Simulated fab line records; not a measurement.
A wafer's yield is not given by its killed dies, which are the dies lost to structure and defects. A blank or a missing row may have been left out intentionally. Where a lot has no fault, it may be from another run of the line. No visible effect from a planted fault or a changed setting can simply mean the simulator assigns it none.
fab line records	flow n5Finfet	part 1 of 2: steps 1 to 17 of 27
record lots=5	wafers=15	lastDay=18
route steps=1938 shown BEOL_M2@873
lots untouched by any fault: they come from a run of this same line in which no faults occurred
startH: start of the lot's first displayed wafer, in hours after the record's first day	waitH: hours elapsed since this lot's preceding step	" identical to the entry in the row above	L1.1+2: a row that stands for several wafers	- no value, or no start was given	* or withheld: withheld	< > ~ a bound
route shown NAME@n: a module of which the file shows steps, and the number in the route of the first	usual: the fault-free wafers' mean and standard deviation	same: alike in all rows	chamber/n: place in a boat	sites: per-site readings	_std_site: standard deviation of those values	_edge_site: inner sites' mean taken away from outer sites' mean	radiusMm: how far each site lies from the wafer's centre	mask NAME#n: copy n	behind: the last tool/chamber to shape the wafer	hold: what put the lot on hold/how long, in hours/how the hold closed	device: names the non-switching transistor (n, p or np)	end of line: at the end of the route, the tests of the same wafers	for a step that has no rows: nothing shown but its recipe	killed: not the wafer's yield, but the dies lost to structure and defects at the first sort	map: the dies of a wafer, with x for killed, . for not killed, _ for no die there
set.NAME: the setting as run; set.NAME@STEP: as run at that earlier step	model.NAME: the simulator's own value behind a step, which no gauge read
lots seen at some steps along the route; tables by step, rows by wafer
services: from which hour (startH, from the record's first day; less than 0 if before it) a tool's chamber was out of use, for how many hours, and why
## steps
# step N5_BEOL_M2_EXPOSE_25
# recipe maskId=V1	na=0.33	sourceShape=quasar	sigmaInner=0.2	sigmaOuter=0.8	polarization=unpolarized	defocusNm=5	doseMj=63
# usual stageMsdNm=0.87/0.032
lot.wafer	tool	chamber	startH	waitH	mask	stageMsdNm
L075.1	euvScanner-02	0	145.86	-	V1#0	0.83
L075.3	"	0	"	"	V1#0	0.83
L075.6	"	0	"	"	V1#0	0.83
L078.2	euvScanner-01	0	151.05	-	V1#0	0.89
L078.3	"	0	"	"	V1#0	0.89
L078.5	"	0	"	"	V1#0	0.89
L082.1	euvScanner-01	0	188.40	-	V1#0	0.90
L082.2	"	0	"	"	V1#0	0.90
L082.3	"	0	"	"	V1#0	0.90
L096.4	euvScanner-01	0	272.02	-	V1#0	0.91
L096.5	"	0	"	"	V1#0	0.91
L096.6	"	0	"	"	V1#0	0.91
L097.3	euvScanner-01	0	279.30	-	V1#0	0.91
L097.4	"	0	"	"	V1#0	0.91
L097.6	"	0	"	"	V1#0	0.91
# step N5_BEOL_M2_PEB_26
# recipe pebTempC=100	pebTimeS=60	resist=CAR-EUV
lot.wafer	tool	chamber	startH	waitH
L075.1+3+6	lithoTrack-01	0	145.94	0.1
L078.2+3+5	lithoTrack-02	0	151.12	0.1
L082.1+2+3	lithoTrack-02	0	188.48	0.1
L096.4+5+6	lithoTrack-01	0	272.08	0.0
L097.3+4+6	lithoTrack-02	0	279.36	0.1
# step N5_BEOL_M2_DEVELOP_27
# recipe developTimeS=30	developer=TMAH	resist=CAR-EUV	rinseLiquid=surfactantRinse	dry=airSpin	devTempC=23
lot.wafer	tool	chamber	startH	waitH
L075.1+3+6	lithoTrack-01	0	-	-
L078.2+3+5	lithoTrack-02	0	-	-
L082.1+2+3	lithoTrack-02	0	-	-
L096.4+5+6	lithoTrack-01	0	-	-
L097.3+4+6	lithoTrack-02	0	-	-
# step N5_BEOL_M2_CD_MEAS_28
# recipe targetCdNm=26.2	landingEnergyEv=500	detector=seInlens	targetCdYNm=24.1	polarity=opening
# usual cdNm=26.17/0.23
lot.wafer	tool	chamber	startH	waitH	cdNm
L075.1	cdSem-02	0	146.01	-	26.15
L075.3	"	0	"	"	25.94
L075.6	"	0	"	"	26.39
L078.2	cdSem-02	0	151.19	-	25.78
L078.3	"	0	"	"	26.18
L078.5	"	0	"	"	26.52
L082.1	cdSem-02	0	188.54	-	26.15
L082.2	"	0	"	"	26.19
L082.3	"	0	"	"	26.01
L096.4	cdSem-03	0	272.15	-	25.84
L096.5	"	0	"	"	25.38
L096.6	"	0	"	"	26.20
L097.3	cdSem-03	0	279.43	-	26.13
L097.4	"	0	"	"	26.16
L097.6	"	0	"	"	25.97
# step N5_BEOL_M2_OVL_MEAS_29
# recipe pointsPerWafer=522
# usual V1_OVL=-0.5/0.65
lot.wafer	tool	chamber	startH	waitH	V1_OVL[nm]
L075.1	overlay-01	0	146.04	0.0	-1.5
L075.3	"	0	"	"	-1.5
L075.6	"	0	"	"	-1.7
L078.2	overlay-01	0	151.22	0.0	0.9
L078.3	"	0	"	"	-1.1
L078.5	"	0	"	"	-0.4
L082.1	overlay-02	0	188.57	0.0	-0.7
L082.2	"	0	"	"	-0.4
L082.3	"	0	"	"	-0.5
L096.4	overlay-01	0	272.19	0.0	-1.1
L096.5	"	0	"	"	-0.2
L096.6	"	0	"	"	0.4
L097.3	overlay-02	0	279.47	0.0	0.0
L097.4	"	0	"	"	0.5
L097.6	"	0	"	"	0.1
# step N5_BEOL_M2_INSPECT_30
# recipe mode=adi	inspectInstrument=brightfield
# usual rawDefectCount=426/110
lot.wafer	tool	chamber	startH	waitH	rawDefectCount
L075.1	defectInspect-02	-	146.10	0.1	416
L075.3	"	-	"	"	510
L075.6	"	-	"	"	376
L078.2	defectInspect-02	-	151.27	0.0	491
L078.3	"	-	"	"	478
L078.5	"	-	"	"	443
L082.1	defectInspect-01	-	188.63	0.1	459
L082.2	"	-	"	"	543
L082.3	"	-	"	"	504
L096.4	defectInspect-01	-	272.23	0.0	395
L096.5	"	-	"	"	321
L096.6	"	-	"	"	445
L097.3	defectInspect-02	-	279.51	0.0	752
L097.4	"	-	"	"	530
L097.6	"	-	"	"	511
# step N5_BEOL_M2_DESCUM_33
# recipe chemistry=O2	timeS=7	sourcePowerW=50	biasPowerW=20	pressureMtorr=20	rfFrequencyHz=2.712e+07	tempC=40	resist=CAR-EUV	o2FlowSccm=225
# usual drypumpMotorCurrentA=5.6/0.4	oesProductAu=0.79/0.081	rfVppV=243.4/1.7	showerheadPlenumPTorr=2.11/0.093	throttleValvePct=20.53/0.19
lot.wafer	tool	chamber	startH	waitH	drypumpMotorCurrentA	oesProductAu	rfHoursCounterH	rfVppV	showerheadPlenumPTorr	throttleValvePct
L075.1	rieDiel-02	0	146.13	0.0	5.9	0.80	114	243.9	2.19	20.69
L075.3	"	3	"	"	5.7	0.75	183	243.3	2.09	20.24
L075.6	"	1	"	"	5.4	0.83	-	245.3	2.21	20.68
L078.2	rieDiel-02	2	151.38	0.1	5.4	0.69	230	242.8	2.07	20.63
L078.3	"	1	"	"	5.4	0.82	82	244.2	2.21	20.66
L078.5	"	0	"	"	5.9	0.80	-	244.6	2.19	20.66
L082.1	rieDiel-01	3	188.67	0.0	5.6	0.93	10	243.1	2.15	20.37
L082.2	"	2	"	"	4.9	0.73	183	239.0	1.92	20.63
L082.3	"	0	"	"	5.0	0.69	233	241.8	1.97	20.45
L096.4	rieDiel-06	2	272.49	0.3	5.9	0.67	240	241.9	2.06	20.63
L096.5	"	3	"	"	6.3	0.86	-	242.1	2.03	20.23
L096.6	"	2	"	"	5.9	0.66	-	242.2	2.06	20.63
L097.3	rieDiel-02	2	279.58	0.1	5.4	0.97	9	243.5	2.06	20.28
L097.4	"	1	"	"	5.4	0.77	132	244.6	2.19	20.75
L097.6	"	3	"	"	5.7	0.71	-	243.8	2.07	20.30
# step N5_BEOL_M2_ETCH_77
# recipe chemistry=N2/H2	target=underlayer	targetDepthA=65	maskMaterial=CAR-EUV	timeS=5.2	ionEnergyEv=200	pressureMtorr=30	sourceW=840	biasW=150	n2FlowSccm=200	h2FlowSccm=200	ends=cleared
# usual biasW=150.0/0.47	drypumpMotorCurrentA=5.7/0.39	etchRfOnTimeS=5.21/0.078	oesProductAu=0.67/0.066	rfVppV=524/3.2	showerheadPlenumPTorr=2.56/0.11	throttleValvePct=17.96/0.19
lot.wafer	tool	chamber	startH	waitH	biasW	drypumpMotorCurrentA	etchRfOnTimeS	oesProductAu	rfHoursCounterH	rfVppV	showerheadPlenumPTorr	throttleValvePct
L075.1	rieDiel-02	0	146.16	0.0	150.9	5.9	5.06	0.70	114	527	2.66	18.06
L075.3	"	3	"	"	149.7	5.7	5.17	0.63	183	525	2.53	17.71
L075.6	"	1	"	"	149.8	5.4	5.20	0.71	-	527	2.69	18.13
L078.2	rieDiel-02	2	151.41	0.0	150.7	5.4	5.32	0.58	230	522	2.51	18.04
L078.3	"	1	"	"	150.0	5.4	5.26	0.69	82	527	2.69	18.13
L078.5	"	0	"	"	149.4	5.9	5.10	0.69	-	529	2.66	18.08
L082.1	rieDiel-01	3	188.70	0.0	149.9	5.6	5.27	0.77	10	528	2.60	17.75
L082.2	"	2	"	"	150.3	4.9	5.14	0.62	183	519	2.33	18.13
L082.3	"	0	"	"	149.9	5.1	5.27	0.58	233	519	2.41	17.97
L096.4	rieDiel-06	2	272.52	0.0	150.5	5.9	5.13	0.57	240	521	2.51	18.19
L096.5	"	3	"	"	150.8	6.3	5.17	0.73	-	522	2.47	17.63
L096.6	"	2	"	"	150.5	6.0	5.15	0.57	-	524	2.51	18.19
L097.3	rieDiel-02	2	279.62	0.0	149.9	5.4	5.14	0.82	9	523	2.49	17.67
L097.4	"	1	"	"	150.5	5.4	5.19	0.66	132	527	2.67	18.22
L097.6	"	3	"	"	150.4	5.7	5.15	0.62	-	524	2.51	17.78
# step N5_BEOL_M2_ETCH_69
# recipe chemistry=CF4	target=SiARC	targetDepthA=156	maskMaterial=CAR-EUV	timeS=26	ionEnergyEv=80	pressureMtorr=40	sourceW=545	biasW=36	Ar_flow_sccm=100	cf4FlowSccm=100	ends=cleared
# usual biasW=36.01/0.099	drypumpMotorCurrentA=5.6/0.39	etchRfOnTimeS=26.0/0.37	oesProductAu=0.67/0.067	rfVppV=184.0/1.3	showerheadPlenumPTorr=2.16/0.09	throttleValvePct=15.71/0.18
lot.wafer	tool	chamber	startH	waitH	biasW	drypumpMotorCurrentA	etchRfOnTimeS	oesProductAu	rfHoursCounterH	rfVppV	showerheadPlenumPTorr	throttleValvePct
L075.1	rieDiel-02	0	146.18	0.0	36.01	5.9	25.6	0.68	114	186.7	2.24	15.84
L075.3	"	3	"	"	35.81	5.7	25.8	0.64	183	184.5	2.13	15.44
L075.6	"	1	"	"	36.00	5.4	25.9	0.70	-	184.3	2.26	15.83
L078.2	rieDiel-02	2	151.43	0.0	35.97	5.4	26.8	0.58	230	184.1	2.11	15.79
L078.3	"	1	"	"	36.00	5.4	26.1	0.70	82	184.7	2.26	15.81
L078.5	"	0	"	"	35.94	5.9	25.6	0.69	-	185.2	2.24	15.84
L082.1	rieDiel-01	3	188.72	0.0	35.87	5.6	26.2	0.79	10	183.1	2.19	15.48
L082.2	"	2	"	"	36.14	4.9	25.9	0.62	183	181.2	1.98	15.85
L082.3	"	0	"	"	35.76	5.0	26.3	0.59	233	181.7	2.03	15.70
L096.4	rieDiel-06	2	272.54	0.0	35.96	5.9	26.3	0.57	240	184.1	2.11	15.88
L096.5	"	3	"	"	35.88	6.3	26.4	0.72	-	183.6	2.09	15.47
L096.6	"	2	"	"	36.12	5.9	26.3	0.57	-	182.9	2.11	15.87
L097.3	rieDiel-02	2	279.63	0.0	36.09	5.4	25.9	0.81	9	182.1	2.10	15.34
L097.4	"	1	"	"	35.80	5.4	25.8	0.67	132	184.7	2.24	15.93
L097.6	"	3	"	"	35.87	5.7	26.0	0.61	-	182.1	2.11	15.53
# step N5_BEOL_M2_ALD_98
# recipe material=SiO2	targetThkA=25	tempC=100	aldPrecursorFamily=BDEAS	aldCoReactant=O2-plasma	pulseTimeS=1	coReactantPulseTimeS=1	purgeTimeS=2	coReactantPurgeTimeS=2	aldCycles=17	pressureTorr=2
# usual heaterPowerW=83/9.4	precursorPulseHeightRel=1.001/0.019	susceptorTempC=99.99/0.14
lot.wafer	tool	chamber	startH	waitH	heaterPowerW	precursorPulseHeightRel	susceptorTempC
L075.1	aldSin-04	3	146.26	0.1	93	0.987	100.02
L075.3	"	0	"	"	91	1.006	99.80
L075.6	"	0	"	"	90	1.020	99.75
L078.2	aldSin-04	2	151.51	0.1	86	0.974	100.06
L078.3	"	1	"	"	87	0.977	99.99
L078.5	"	3	"	"	90	0.995	99.81
L082.1	aldSin-04	2	188.86	0.1	87	0.989	99.94
L082.2	"	0	"	"	93	1.004	99.84
L082.3	"	3	"	"	92	1.007	99.87
L096.4	aldSin-02	2	272.66	0.1	79	0.991	100.29
L096.5	"	1	"	"	86	0.984	100.00
L096.6	"	2	"	"	77	1.015	100.54
L097.3	aldSin-01	1	279.76	0.1	75	0.992	100.10
L097.4	"	0	"	"	59	0.989	99.89
L097.6	"	1	"	"	77	0.987	99.96
# step N5_BEOL_M2_ETCHBACK_99
# recipe chemistry=CHF3	target=SiO2	targetDepthA=50	timeS=10.4	sourceW=215	biasW=47	Ar_flow_sccm=200	CHF3_flow_sccm=12	ionEnergyEv=100	pressureMtorr=30
# usual biasW=47.02/0.14	drypumpMotorCurrentA=5.7/0.46	oesProductAu=0.79/0.082	rfVppV=241.0/1.9	showerheadPlenumPTorr=2.15/0.1	throttleValvePct=17.15/0.17
lot.wafer	tool	chamber	startH	waitH	biasW	drypumpMotorCurrentA	oesProductAu	rfHoursCounterH	rfVppV	showerheadPlenumPTorr	throttleValvePct
L075.1	rieDiel-06	2	149.05	2.7	46.79	5.9	0.70	199	240.5	2.14	17.31
L075.3	"	1	"	"	47.06	6.3	0.68	249	237.3	2.03	17.53
L075.6	"	0	"	"	47.06	5.6	0.85	-	241.3	2.28	16.98
L078.2	rieDiel-02	2	154.04	2.5	47.06	5.4	0.69	231	245.3	2.12	17.25
L078.3	"	0	"	"	47.17	5.9	0.80	116	243.8	2.26	17.30
L078.5	"	3	"	"	47.38	5.7	0.75	-	240.1	2.14	16.87
L082.1	rieDiel-02	3	206.24	17.3	46.82	5.7	0.73	205	240.1	2.13	16.90
L082.2	"	2	"	"	47.05	5.4	0.68	237	243.1	2.12	17.25
L082.3	"	0	"	"	46.97	5.9	0.79	131	242.8	2.25	17.34
L096.4	rieDiel-01	2	279.16	6.4	46.82	4.9	0.71	216	238.6	1.97	17.37
L096.5	"	2	"	"	46.83	4.9	0.70	-	238.6	1.97	17.36
L096.6	"	1	"	"	46.76	5.3	0.75	-	239.2	2.06	17.31
L097.3	rieDiel-06	1	286.93	7.1	46.98	6.3	0.88	38	241.0	2.28	17.15
L097.4	"	0	"	"	46.93	5.6	0.78	107	241.9	2.26	17.06
L097.6	"	0	"	"	47.09	5.6	0.79	-	241.7	2.26	17.08
# step N5_BEOL_M2_ETCH_70
# recipe chemistry=N2/H2	target=SOC	targetDepthA=800	overetchA=240	maskMaterial=SiARC	tempC=40	timeS=130	ionEnergyEv=200	pressureMtorr=30	sourceW=840	biasW=150	n2FlowSccm=200	h2FlowSccm=200
# usual biasW=150.0/0.48	drypumpMotorCurrentA=5.7/0.45	oesProductAu=0.58/0.059	rfVppV=524/3.4	showerheadPlenumPTorr=2.54/0.12	throttleValvePct=17.89/0.2
lot.wafer	tool	chamber	startH	waitH	biasW	drypumpMotorCurrentA	oesProductAu	rfHoursCounterH	rfVppV	showerheadPlenumPTorr	throttleValvePct
L075.1	rieDiel-06	2	149.09	0.0	150.5	5.9	0.51	199	522	2.53	18.08
L075.3	"	1	"	"	150.4	6.3	0.51	249	521	2.40	18.29
L075.6	"	0	"	"	150.3	5.6	0.61	-	529	2.69	17.68
L078.2	rieDiel-02	2	154.08	0.0	149.2	5.4	0.51	231	523	2.51	18.01
L078.3	"	0	"	"	150.1	5.9	0.59	116	528	2.66	17.99
L078.5	"	3	"	"	149.9	5.7	0.55	-	523	2.53	17.67
L082.1	rieDiel-02	3	206.27	0.0	149.3	5.7	0.55	205	525	2.52	17.68
L082.2	"	2	"	"	149.9	5.4	0.51	237	523	2.50	18.02
L082.3	"	0	"	"	150.6	5.9	0.58	131	527	2.66	18.02
L096.4	rieDiel-01	2	279.20	0.0	149.4	4.9	0.52	216	517	2.31	18.11
L096.5	"	2	"	"	148.6	4.9	0.52	-	517	2.31	18.12
L096.6	"	1	"	"	150.8	5.3	0.55	-	522	2.43	18.10
L097.3	rieDiel-06	1	286.97	0.0	150.7	6.3	0.66	38	528	2.70	17.94
L097.4	"	0	"	"	149.6	5.6	0.59	107	528	2.66	17.77
L097.6	"	0	"	"	149.8	5.6	0.58	-	527	2.66	17.78
# step N5_BEOL_M2_STRIP_71
# recipe chemistry=N2/H2	tempC=40	n2FlowSccm=200	h2FlowSccm=200	rfFrequencyHz=6e+07
lot.wafer	tool	chamber	startH	waitH
L075.1+3+6	rieDiel-06	2,1,0	149.18	0.0
L078.2+3+5	rieDiel-02	2,0,3	154.16	0.0
L082.1+2+3	rieDiel-02	3,2,0	206.36	0.0
L096.4+5+6	rieDiel-01	2,2,1	279.28	0.0
L097.3+4+6	rieDiel-06	1,0,0	287.06	0.0
# step N5_BEOL_M2_STRIP_78
# recipe chemistry=N2/H2	tempC=40	n2FlowSccm=200	h2FlowSccm=200	rfFrequencyHz=6e+07
lot.wafer	tool	chamber	startH	waitH
L075.1+3+6	rieDiel-06	2,1,0	149.19	0.0
L078.2+3+5	rieDiel-02	2,0,3	154.17	0.0
L082.1+2+3	rieDiel-02	3,2,0	206.37	0.0
L096.4+5+6	rieDiel-01	2,2,1	279.29	0.0
L097.3+4+6	rieDiel-06	1,0,0	287.07	0.0
# step N5_BEOL_M2_VIA_ETCH_34
# recipe chemistry=C4F6/O2	targetDepthA=694	maskMaterial=SOC	pressureMtorr=15	ionEnergyEv=250	taperDeg=4	timeS=65.9	sourceW=350	biasW=170	Ar_flow_sccm=300	C4F6_flow_sccm=10	O2_flow_sccm=10
# usual biasW=170.0/0.5	drypumpMotorCurrentA=5.7/0.45	oesProductAu=0.79/0.083	rfVppV=666/5.1	showerheadPlenumPTorr=2.84/0.13	throttleValvePct=30.86/0.18
lot.wafer	tool	chamber	startH	waitH	biasW	drypumpMotorCurrentA	oesProductAu	rfHoursCounterH	rfVppV	showerheadPlenumPTorr	throttleValvePct
L075.1	rieDiel-06	2	149.20	0.0	169.6	5.9	0.70	199	664	2.83	31.03
L075.3	"	1	"	"	169.4	6.3	0.68	249	657	2.69	31.08
L075.6	"	0	"	"	169.8	5.6	0.85	-	667	3.00	30.70
L078.2	rieDiel-02	2	154.18	0.0	169.7	5.4	0.69	231	672	2.80	30.88
L078.3	"	0	"	"	169.9	5.9	0.80	116	670	2.98	31.08
L078.5	"	3	"	"	170.5	5.7	0.75	-	663	2.82	30.42
L082.1	rieDiel-02	3	206.38	0.0	170.6	5.7	0.73	205	664	2.81	30.42
L082.2	"	2	"	"	170.6	5.4	0.68	237	674	2.80	30.88
L082.3	"	0	"	"	170.3	5.9	0.78	131	671	2.97	31.10
L096.4	rieDiel-01	2	279.30	0.0	170.2	4.9	0.70	216	657	2.61	31.06
L096.5	"	2	"	"	170.4	4.9	0.70	-	657	2.60	31.08
L096.6	"	1	"	"	169.7	5.3	0.74	-	659	2.72	30.97
L097.3	rieDiel-06	1	287.08	0.0	170.9	6.3	0.89	38	668	3.01	30.95
L097.4	"	0	"	"	169.7	5.6	0.79	107	668	2.98	30.76
L097.6	"	0	"	"	170.2	5.6	0.79	-	668	2.98	30.76
# step N5_BEOL_M2_STRIP_83
# recipe chemistry=C4F6/O2	resist=SiARC	rfFrequencyHz=6e+07
lot.wafer	tool	chamber	startH	waitH
L075.1+3+6	rieDiel-06	2,1,0	149.25	0.0
L078.2+3+5	rieDiel-02	2,0,3	154.23	0.0
L082.1+2+3	rieDiel-02	3,2,0	206.43	0.0
L096.4+5+6	rieDiel-01	2,2,1	279.35	0.0
L097.3+4+6	rieDiel-06	1,0,0	287.13	0.0
# step N5_BEOL_M2_STRIP_36
# recipe chemistry=N2/H2	powerW=450	tempC=40	pressureMtorr=20	rfFrequencyHz=6e+07	overashFraction=0.3	biasPowerW=7	h2Frac=0.5	n2FlowSccm=200	h2FlowSccm=200
# usual drypumpMotorCurrentA=5.7/0.45	oesProductAu=0.79/0.083	rfVppV=59.0/1.4	showerheadPlenumPTorr=2.54/0.12	throttleValvePct=23.75/0.21
lot.wafer	tool	chamber	startH	waitH	drypumpMotorCurrentA	oesProductAu	rfHoursCounterH	rfVppV	showerheadPlenumPTorr	throttleValvePct
L075.1	rieDiel-06	2	149.26	0.0	5.9	0.69	199	58.4	2.53	23.98
L075.3	"	1	"	"	6.3	0.67	249	58.4	2.39	24.05
L075.6	"	0	"	"	5.6	0.85	-	58.8	2.68	23.52
L078.2	rieDiel-02	2	154.24	0.0	5.4	0.69	231	59.1	2.50	23.83
L078.3	"	0	"	"	5.9	0.79	116	58.1	2.66	23.81
L078.5	"	3	"	"	5.8	0.74	-	58.1	2.52	23.47
L082.1	rieDiel-02	3	206.44	0.0	5.7	0.74	205	58.3	2.51	23.50
L082.2	"	2	"	"	5.4	0.70	237	59.2	2.50	23.84
L082.3	"	0	"	"	5.9	0.79	131	58.3	2.65	23.81
L096.4	rieDiel-01	2	279.36	0.0	4.9	0.71	216	58.6	2.31	23.98
L096.5	"	2	"	"	4.9	0.71	-	58.4	2.31	23.98
L096.6	"	1	"	"	5.3	0.75	-	57.5	2.43	23.99
L097.3	rieDiel-06	1	287.14	0.0	6.3	0.89	38	58.9	2.69	23.91
L097.4	"	0	"	"	5.6	0.79	107	58.5	2.66	23.59
L097.6	"	0	"	"	5.6	0.79	-	59.6	2.66	23.59
